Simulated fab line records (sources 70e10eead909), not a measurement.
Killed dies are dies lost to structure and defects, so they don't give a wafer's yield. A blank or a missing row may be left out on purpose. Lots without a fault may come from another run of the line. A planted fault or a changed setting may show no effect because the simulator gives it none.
What tool caused it? | flow nand_harc | Sampling: 24 lots, 72 wafers, 6 of 1302 route steps

WHAT THE GAUGES READ, wafer by wafer
NHARC_A_BLC_INSPECT_28.
lot  | measured     | on                | raw_defect_count
L074 | day 23 04:01 | defect_inspect-02 | 428 397 418
L075 | day 23 05:51 | defect_inspect-01 | 415 391 500
L076 | day 23 16:03 | defect_inspect-01 | 766 682 634
L078 | day 23 23:19 | defect_inspect-02 | 550 561 560
L079 | day 24 08:08 | defect_inspect-01 | 442 399 351
L077 | day 24 09:11 | defect_inspect-02 | 426 638 411
L080 | day 25 06:50 | defect_inspect-01 | 673 551 458
L081 | day 25 13:53 | defect_inspect-02 | 411 466 600
L082 | day 25 21:37 | defect_inspect-02 | 467 575 434
L083 | day 26 06:51 | defect_inspect-02 | 408 377 386
L084 | day 26 10:03 | defect_inspect-02 | 717 583 532
L085 | day 27 08:19 | defect_inspect-02 | 569 592 721
L086 | day 27 15:42 | defect_inspect-01 | 291 602 392
L087 | day 28 09:41 | defect_inspect-01 | 877 414 493
L088 | day 28 16:02 | defect_inspect-01 | 670 452 412
L089 | day 29 00:25 | defect_inspect-02 | 431 432 390
L090 | day 29 20:59 | defect_inspect-01 | 607 395 526
L091 | day 29 21:52 | defect_inspect-01 | 507 447 438
L092 | day 30 04:11 | defect_inspect-01 | 423 464 582
L093 | day 30 06:01 | defect_inspect-01 | 648 546 455
L094 | day 30 12:26 | defect_inspect-02 | 600 446 654
L096 | day 31 11:29 | defect_inspect-01 | 539 500 549
L095 | day 31 13:53 | defect_inspect-01 | 478 648 583
L097 | day 32 18:10 | defect_inspect-02 | 517 479 498

NHARC_A_M1_CD_MEAS_09: the cd target is 120 nm.
lot  | measured     | on        | cd_nm (nm)
L074 | day 23 08:57 | cd_sem-01 | 119.3 119.9 120.0
L075 | day 23 10:42 | cd_sem-01 | 119.9 119.0 119.4
L076 | day 23 20:59 | cd_sem-01 | 121.1 119.9 119.7
L078 | day 24 04:11 | cd_sem-02 | 120.1 121.0 120.4
L079 | day 24 13:18 | cd_sem-03 | 119.7 119.9 120.6
L077 | day 24 14:23 | cd_sem-03 | 119.0 120.0 119.6
L080 | day 25 11:57 | cd_sem-02 | 120.7 120.2 120.7
L081 | day 25 18:58 | cd_sem-01 | 120.0 119.3 120.1
L082 | day 26 02:42 | cd_sem-03 | 120.4 119.7 119.6
L083 | day 26 12:21 | cd_sem-01 | 119.3 120.0 119.8
L084 | day 26 15:32 | cd_sem-02 | 120.8 120.2 120.3
L085 | day 27 13:27 | cd_sem-03 | 119.7 119.0 120.1
L086 | day 27 20:32 | cd_sem-01 | 120.7 120.2 121.0
L087 | day 28 14:39 | cd_sem-03 | 119.6 119.6 119.1
L088 | day 28 20:43 | cd_sem-03 | 119.2 119.1 120.7
L089 | day 29 05:17 | cd_sem-03 | 119.8 118.9 119.1
L090 | day 30 01:56 | cd_sem-01 | 119.9 120.2 121.0
L091 | day 30 02:49 | cd_sem-01 | 119.5 119.7 120.2
L092 | day 30 08:53 | cd_sem-02 | 120.0 119.3 119.9
L093 | day 30 11:02 | cd_sem-01 | 119.9 120.2 120.6
L094 | day 30 17:16 | cd_sem-03 | 120.0 119.7 120.0
L096 | day 31 17:23 | cd_sem-03 | 121.1 120.7 120.9
L095 | day 31 18:58 | cd_sem-03 | 118.9 118.7 118.9
L097 | day 32 23:02 | cd_sem-01 | 120.4 119.8 120.3

NHARC_THIN_TSV_CD_MEAS_12: the cd target is 1000 nm.
lot  | measured     | on        | cd_nm (nm)
L074 | day 24 05:22 | cd_sem-01 | 998.1 999.5 999.3
L075 | day 24 06:49 | cd_sem-01 | 996.0 997.3 997.7
L076 | day 24 17:01 | cd_sem-02 | 1001.1 997.6 997.6
L078 | day 25 00:01 | cd_sem-01 | 998.5 999.9 999.9
L079 | day 25 09:26 | cd_sem-02 | 1000.6 1000.8 1002.3
L077 | day 25 10:38 | cd_sem-02 | 995.6 997.0 997.8
L080 | day 26 08:23 | cd_sem-01 | 998.1 999.6 1000.3
L081 | day 26 17:41 | cd_sem-01 | 998.9 998.5 999.0
L082 | day 26 22:46 | cd_sem-03 | 1000.3 1000.4 997.6
L083 | day 27 09:29 | cd_sem-01 | 1000.0 999.3 1000.1
L084 | day 27 10:49 | cd_sem-02 | 1001.7 1002.0 1000.5
L085 | day 28 12:19 | cd_sem-01 | 1000.5 1000.2 997.0
L086 | day 28 16:17 | cd_sem-02 | 997.4 995.8 998.9
L087 | day 29 12:22 | cd_sem-02 | 999.5 1001.6 996.6
L088 | day 29 16:39 | cd_sem-03 | 995.4 996.3 999.5
L089 | day 30 00:49 | cd_sem-02 | 997.6 995.8 998.6
L090 | day 30 22:49 | cd_sem-02 | 998.4 999.8 999.6
L091 | day 30 21:37 | cd_sem-02 | 998.8 1002.4 1001.9
L092 | day 31 05:14 | cd_sem-03 | 1000.8 1000.7 1000.7
L093 | day 31 06:34 | cd_sem-01 | 999.9 996.8 998.4
L094 | day 31 13:10 | cd_sem-01 | 997.1 999.8 1000.5
L096 | day 32 13:12 | cd_sem-01 | 998.1 998.3 999.0
L095 | day 32 14:32 | cd_sem-01 | 1000.3 1000.3 998.9
L097 | day 33 20:38 | cd_sem-02 | 999.3 1000.1 996.8

WHAT TOOL EACH LOT RAN ON (gives the tool, then ch and the chambers of the sampled wafers, and finally the start)
lot  | NHARC_A_BLC_STRIP_21               | NHARC_A_M0_PRE_CLEAN_29                 | NHARC_A_M1_ETCH_28
L074 | rie_diel-09 ch 0,1,3, day 23 02:15 | pvd_sputter-02, day 23 08:57 or earlier | rie_diel-05 ch 0,3, day 24 05:22 or earlier
L075 | rie_diel-09 ch 0,1,2, day 23 04:04 | pvd_sputter-02, day 23 10:42 or earlier | rie_diel-01 ch 0,2,3, day 24 06:49 or earlier
L076 | rie_diel-12 ch 1,2, day 23 13:49   | pvd_sputter-02, day 23 20:59 or earlier | rie_diel-07 ch 1,3, day 24 17:01 or earlier
L078 | rie_diel-12 ch 1,2, day 23 21:30   | pvd_sputter-01, day 24 04:11 or earlier | rie_diel-01 ch 2,3, day 25 00:01 or earlier
L079 | rie_diel-09 ch 0,1, day 24 06:17   | pvd_sputter-01, day 24 13:18 or earlier | rie_diel-05 ch 0,3, day 25 09:26 or earlier
L077 | rie_diel-12 ch 1,2, day 24 06:57   | pvd_sputter-03, day 24 14:23 or earlier | rie_diel-01 ch 1,2,3, day 25 10:38 or earlier
L080 | rie_diel-10 ch 0,1,2, day 25 05:01 | pvd_sputter-02, day 25 11:57 or earlier | rie_diel-07 ch 0,2, day 25 12:55
L081 | rie_diel-10 ch 0,2,3, day 25 12:06 | pvd_sputter-02, day 25 18:58 or earlier | rie_diel-05 ch 0,1,3, day 26 17:41 or earlier
L082 | rie_diel-09 ch 2,3, day 25 19:49   | pvd_sputter-03, day 26 02:42 or earlier | rie_diel-05 ch 0,1,2, day 26 22:46 or earlier
L083 | rie_diel-09 ch 0,2,3, day 26 05:03 | pvd_sputter-03, day 26 12:21 or earlier | rie_diel-01 ch 0,1,3, day 27 09:29 or earlier
L084 | rie_diel-09 ch 1,2, day 26 08:15   | pvd_sputter-01, day 26 15:32 or earlier | rie_diel-01 ch 0,1,3, day 27 10:49 or earlier
L085 | rie_diel-09 ch 0,1, day 27 06:31   | pvd_sputter-01, day 27 13:27 or earlier | rie_diel-01 ch 0,2,3, day 28 12:19 or earlier
L086 | rie_diel-12 ch 0,2,3, day 27 13:22 | pvd_sputter-03, day 27 20:32 or earlier | rie_diel-01 ch 0,2,3, day 28 16:17 or earlier
L087 | rie_diel-09 ch 0,2,3, day 28 07:53 | pvd_sputter-01, day 28 14:39 or earlier | rie_diel-01 ch 1,2,3, day 29 12:22 or earlier
L088 | rie_diel-09 ch 0,3, day 28 14:14   | pvd_sputter-02, day 28 20:43 or earlier | rie_diel-05 ch 0,1,3, day 29 16:39 or earlier
L089 | rie_diel-09 ch 0,1, day 28 22:37   | pvd_sputter-01, day 29 05:17 or earlier | rie_diel-01 ch 1,2,3, day 30 00:49 or earlier
L090 | rie_diel-09 ch 0,1,2, day 29 19:11 | pvd_sputter-02, day 30 01:56 or earlier | rie_diel-05 ch 0,2, day 30 22:49 or earlier
L091 | rie_diel-09 ch 0,1,2, day 29 20:04 | pvd_sputter-03, day 30 02:49 or earlier | rie_diel-01 ch 0,1,3, day 30 21:37 or earlier
L092 | rie_diel-10 ch 1,2, day 30 02:23   | pvd_sputter-01, day 30 08:53 or earlier | rie_diel-07 ch 1,2,3, day 31 05:14 or earlier
L093 | rie_diel-09 ch 0,1,2, day 30 04:13 | pvd_sputter-01, day 30 11:02 or earlier | rie_diel-05 ch 0,1,3, day 31 06:34 or earlier
L094 | rie_diel-10 ch 0,1,2, day 30 10:38 | pvd_sputter-02, day 30 17:16 or earlier | rie_diel-05 ch 0,1,2, day 31 13:10 or earlier
L096 | rie_diel-09 ch 0,1,3, day 31 09:42 | pvd_sputter-02, day 31 17:23 or earlier | rie_diel-05 ch 0,3, day 32 13:12 or earlier
L095 | rie_diel-10 ch 0,2,3, day 31 12:05 | pvd_sputter-02, day 31 18:58 or earlier | rie_diel-07 ch 2,3, day 32 14:32 or earlier
L097 | rie_diel-09 ch 2,3, day 32 16:23   | pvd_sputter-02, day 32 23:02 or earlier | rie_diel-01 ch 0,2,3, day 33 20:38 or earlier
- NHARC_A_BLC_STRIP_21: strips in O2.
- NHARC_A_M0_PRE_CLEAN_29: time 30 s.
- NHARC_A_M1_ETCH_28: etches the open film in CF4/N2, target depth 30 nm, time 72.99 s.

AS READ BY THE TOOLS THEMSELVES (means over the sampled wafers that have a number; for cases with no such wafer, the mark the record gives instead)
NHARC_A_BLC_STRIP_21.
lot  | tool        | drypump_motor_current_A (A) | oes_product_au (a.u.) | rf_vpp_V (V) | showerhead_plenum_p_Torr (Torr) | throttle_valve_pct (%)
L074 | rie_diel-09 | 5.3                         | 1.003                 | 57.8         | 3.44                            | 17.048
L075 | rie_diel-09 | 5.5                         | 1.007                 | 58.2         | 3.48                            | 17.045
L076 | rie_diel-12 | 5.8                         | 1.000                 | 58.4         | 3.44                            | 17.031
L078 | rie_diel-12 | 6.2                         | 0.995                 | 58.2         | 3.53                            | 17.037
L079 | rie_diel-09 | 5.3                         | 1.002                 | 57.2         | 3.49                            | 17.030
L077 | rie_diel-12 | 5.8                         | 1.016                 | 57.1         | 3.44                            | 17.036
L080 | rie_diel-10 | 5.6                         | 1.004                 | 57.9         | 3.59                            | 17.030
L081 | rie_diel-10 | 5.7                         | 0.998                 | 56.7         | 3.44                            | 17.037
L082 | rie_diel-09 | 5.6                         | 1.007                 | 57.8         | 3.50                            | 17.041
L083 | rie_diel-09 | 5.4                         | 1.009                 | 58.4         | 3.42                            | 17.026
L084 | rie_diel-09 | 5.7                         | 1.004                 | 58.3         | 3.55                            | 17.040
L085 | rie_diel-09 | 5.3                         | 1.003                 | 57.0         | 3.39                            | 17.038
L086 | rie_diel-12 | 5.7                         | 1.021                 | 58.2         | 3.58                            | 17.043
L087 | rie_diel-09 | 5.4                         | 1.004                 | 57.2         | 3.42                            | 17.031
L088 | rie_diel-09 | 5.1                         | 1.000                 | 57.9         | 3.38                            | 17.040
L089 | rie_diel-09 | 5.4                         | 1.012                 | 56.9         | 3.48                            | 17.041
L090 | rie_diel-09 | 5.5                         | 1.007                 | 57.9         | 3.47                            | 17.035
L091 | rie_diel-09 | 5.5                         | 1.007                 | 57.9         | 3.47                            | 17.035
L092 | rie_diel-10 | 5.6                         | 1.005                 | 58.0         | 3.62                            | 17.037
L093 | rie_diel-09 | 5.5                         | 0.998                 | 56.6         | 3.47                            | 17.038
L094 | rie_diel-10 | 5.6                         | 1.006                 | 57.6         | 3.58                            | 17.035
L096 | rie_diel-09 | 5.3                         | 0.995                 | 57.5         | 3.43                            | 17.033
L095 | rie_diel-10 | 5.7                         | 1.005                 | 57.1         | 3.43                            | 17.044
L097 | rie_diel-09 | 5.6                         | 0.992                 | 58.3         | 3.49                            | 17.031

NHARC_A_M0_PRE_CLEAN_29.
lot  | tool           | heater_power_w (W)
L074 | pvd_sputter-02 | 399
L075 | pvd_sputter-02 | 408
L076 | pvd_sputter-02 | 402
L078 | pvd_sputter-01 | 425
L079 | pvd_sputter-01 | 412
L077 | pvd_sputter-03 | 424
L080 | pvd_sputter-02 | 387
L081 | pvd_sputter-02 | 401
L082 | pvd_sputter-03 | 440
L083 | pvd_sputter-03 | 411
L084 | pvd_sputter-01 | 432
L085 | pvd_sputter-01 | 418
L086 | pvd_sputter-03 | 411
L087 | pvd_sputter-01 | 389
L088 | pvd_sputter-02 | 414
L089 | pvd_sputter-01 | 408
L090 | pvd_sputter-02 | 405
L091 | pvd_sputter-03 | 431
L092 | pvd_sputter-01 | 427
L093 | pvd_sputter-01 | 456
L094 | pvd_sputter-02 | 406
L096 | pvd_sputter-02 | 408
L095 | pvd_sputter-02 | 411
L097 | pvd_sputter-02 | 408

NHARC_A_M1_ETCH_28.
lot  | tool        | bias_w (W) | drypump_motor_current_A (A) | oes_product_au (a.u.) | rf_vpp_V (V) | showerhead_plenum_p_Torr (Torr) | throttle_valve_pct (%)
L074 | rie_diel-05 | 99.8       | 5.1                         | 0.985                 | 312.5        | 2.55                            | 19.795
L075 | rie_diel-01 | 99.9       | 5.7                         | 0.998                 | 313.5        | 2.60                            | 19.793
L076 | rie_diel-07 | 99.9       | 6.2                         | 1.007                 | 313.5        | 2.55                            | 19.800
L078 | rie_diel-01 | 100.2      | 6.1                         | 1.005                 | 313.3        | 2.58                            | 19.788
L079 | rie_diel-05 | 100.4      | 5.1                         | 0.989                 | 313.2        | 2.55                            | 19.795
L077 | rie_diel-01 | 99.9       | 5.7                         | 1.000                 | 313.7        | 2.57                            | 19.793
L080 | rie_diel-07 | 100.1      | 6.2                         | 0.995                 | 314.3        | 2.65                            | 19.802
L081 | rie_diel-05 | 100.2      | 5.4                         | 0.999                 | 312.9        | 2.56                            | 19.799
L082 | rie_diel-05 | 100.0      | 5.6                         | 1.003                 | 312.4        | 2.52                            | 19.793
L083 | rie_diel-01 | 99.8       | 5.5                         | 1.007                 | 312.1        | 2.49                            | 19.795
L084 | rie_diel-01 | 100.2      | 5.5                         | 1.010                 | 311.5        | 2.49                            | 19.783
L085 | rie_diel-01 | 100.0      | 5.7                         | 1.008                 | 313.8        | 2.60                            | 19.804
L086 | rie_diel-01 | 99.8       | 5.7                         | 0.998                 | 313.6        | 2.60                            | 19.795
L087 | rie_diel-01 | 100.0      | 5.7                         | 1.002                 | 312.9        | 2.57                            | 19.796
L088 | rie_diel-05 | 100.1      | 5.4                         | 1.004                 | 313.0        | 2.56                            | 19.803
L089 | rie_diel-01 | 100.2      | 5.7                         | 1.005                 | 313.1        | 2.57                            | 19.805
L090 | rie_diel-05 | 99.7       | 5.3                         | 1.004                 | 311.6        | 2.50                            | 19.791
L091 | rie_diel-01 | 100.1      | 5.5                         | 1.009                 | 312.6        | 2.49                            | 19.791
L092 | rie_diel-07 | 99.9       | 6.2                         | 1.000                 | 314.1        | 2.60                            | 19.788
L093 | rie_diel-05 | 100.3      | 5.4                         | 1.000                 | 313.2        | 2.56                            | 19.799
L094 | rie_diel-05 | 100.0      | 5.6                         | 1.002                 | 312.5        | 2.52                            | 19.796
L096 | rie_diel-05 | 99.9       | 5.1                         | 0.992                 | 313.8        | 2.59                            | 19.800
L095 | rie_diel-07 | 99.9       | 6.2                         | 1.008                 | 314.4        | 2.65                            | 19.798
L097 | rie_diel-01 | 100.3      | 5.7                         | 0.990                 | 313.0        | 2.60                            | 19.792

THE ANSWER, worked out from the rows above alone
Rule: the lots themselves supply what counts as usual. The widest of any qualifying gaps counts: lots, ordered by their means at a reading, are off when they make up no more than a third of the lots, leave a main group of 4 or more, and stand apart from it by 3 or more times the standard deviation of that group's means. If all means in a main group match to the digits the tables above print for the reading, that group is not used. A lot without any number at a reading at which 4 lots or more have one is off too. Any other lot the step has rows for is counted as sound. The gauges are gone through in route order, then the tools' own readings, and for those a lot's mean is taken as printed above. The first step at which some lot is off is used, and at that step the reading that is off furthest; a lot without a number counts as furthest.
No lot is off at any reading shown: from this, nothing can be told.

WHAT WAS PUT IN BY THE SIMULATOR
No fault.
